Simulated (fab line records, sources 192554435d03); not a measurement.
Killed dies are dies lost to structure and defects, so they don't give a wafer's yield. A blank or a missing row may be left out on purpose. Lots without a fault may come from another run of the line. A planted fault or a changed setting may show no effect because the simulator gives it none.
Chamber matching | flow n5_finfet | N5_FIN_SAQP_ETCH_57 on rie_diel-01: 4 sister chambers
The step etches SiNx in CH3F/O2, target depth 32.5 nm, time 46.4 s. 22 wafers are shown with their chamber, then 11 later ones without.

WAFERS WITH THEIR CHAMBER
wafer  | chamber | showerhead_plenum_p_Torr (Torr) | drypump_motor_current_A (A) | throttle_valve_pct (%)
L074.3 | 0       | 2.15                            | 6.2                         | 16.22
L074.4 | 2       | 2.01                            | 5.6                         | 16.13
L074.5 | 3       | 2.00                            | 6.4                         | 16.01
L075.1 | 3       | 2.00                            | 6.4                         | 15.99
L075.4 | 1       | 1.97                            | 5.9                         | 16.45
L075.5 | 1       | 1.97                            | 5.9                         | 16.44
L076.2 | 3       | 2.00                            | 6.5                         | 15.99
L076.5 | 3       | 2.00                            | 6.4                         | 16.01
L076.6 | 2       | 2.01                            | 5.5                         | 16.13
L080.2 | 0       | 2.14                            | 6.2                         | 16.25
L080.4 | 3       | 2.00                            | 6.4                         | 16.03
L080.5 | 0       | 2.14                            | 6.2                         | 16.23
L085.2 | 3       | 1.99                            | 6.4                         | 16.05
L085.3 | 1       | 1.97                            | 5.9                         | 16.47
L085.6 | 1       | 1.96                            | 5.9                         | 16.47
L091.3 | 3       | 1.99                            | 6.4                         | 16.02
L091.4 | 0       | 2.14                            | 6.2                         | 16.26
L091.6 | 0       | 2.14                            | 6.2                         | 16.25
L092.3 | 1       | 1.96                            | 6.0                         | 16.50
L092.5 | 2       | 2.00                            | 5.5                         | 16.20
L092.6 | 3       | 1.99                            | 6.4                         | 16.03
L094.1 | 0       | 2.14                            | 6.2                         | 16.27

SIGNATURES (means of the wafers above)
reading                  | chamber 0 | chamber 1 | chamber 2 | chamber 3 | scatter within a chamber
showerhead_plenum_p_Torr | 2.1417    | 1.9660    | 2.0067    | 1.9963    | 0.00504
drypump_motor_current_A  | 6.200     | 5.920     | 5.533     | 6.413     | 0.0361
throttle_valve_pct       | 16.2467   | 16.4660   | 16.1533   | 16.0162   | 0.0237
Rule: a wafer's distance from a chamber is the root of the sum, over the readings, of the square of ((its reading less the chamber's mean) divided by the reading's scatter). The wafer belongs to the nearest chamber; if the next one is less than 2 further off, it can't be placed. The scatter: the root of (the sum of the squares of (reading less its chamber's mean) over the shown wafers, divided by (wafers less chambers)).

WAFERS WITHOUT THEIR CHAMBER
wafer  | showerhead_plenum_p_Torr (Torr) | drypump_motor_current_A (A) | throttle_valve_pct (%)
L094.3 | 1.96                            | 5.9                         | 16.50
L094.4 | 2.00                            | 5.5                         | 16.21
L095.1 | 1.96                            | 5.9                         | 16.51
L095.3 | 1.99                            | 6.4                         | 16.04
L095.6 | 2.00                            | 5.5                         | 16.21
L096.1 | 1.99                            | 6.4                         | 16.05
L096.5 | 2.00                            | 5.5                         | 16.20
L096.6 | 1.99                            | 6.4                         | 16.06
L097.2 | 1.96                            | 5.9                         | 16.49
L097.3 | 2.00                            | 5.5                         | 16.22
L097.6 | 1.96                            | 5.9                         | 16.52

WHICH CHAMBER EACH WENT THROUGH
wafer  | from the rows above | in truth
L094.3 | 1                   | 1
L094.4 | 2                   | 2
L095.1 | 1                   | 1
L095.3 | 3                   | 3
L095.6 | 2                   | 2
L096.1 | 3                   | 3
L096.5 | 2                   | 2
L096.6 | 3                   | 3
L097.2 | 1                   | 1
L097.3 | 2                   | 2
L097.6 | 1                   | 1
Placed correctly: 11 of 11. Can't be placed from these rows: 0. Placed wrongly: 0.
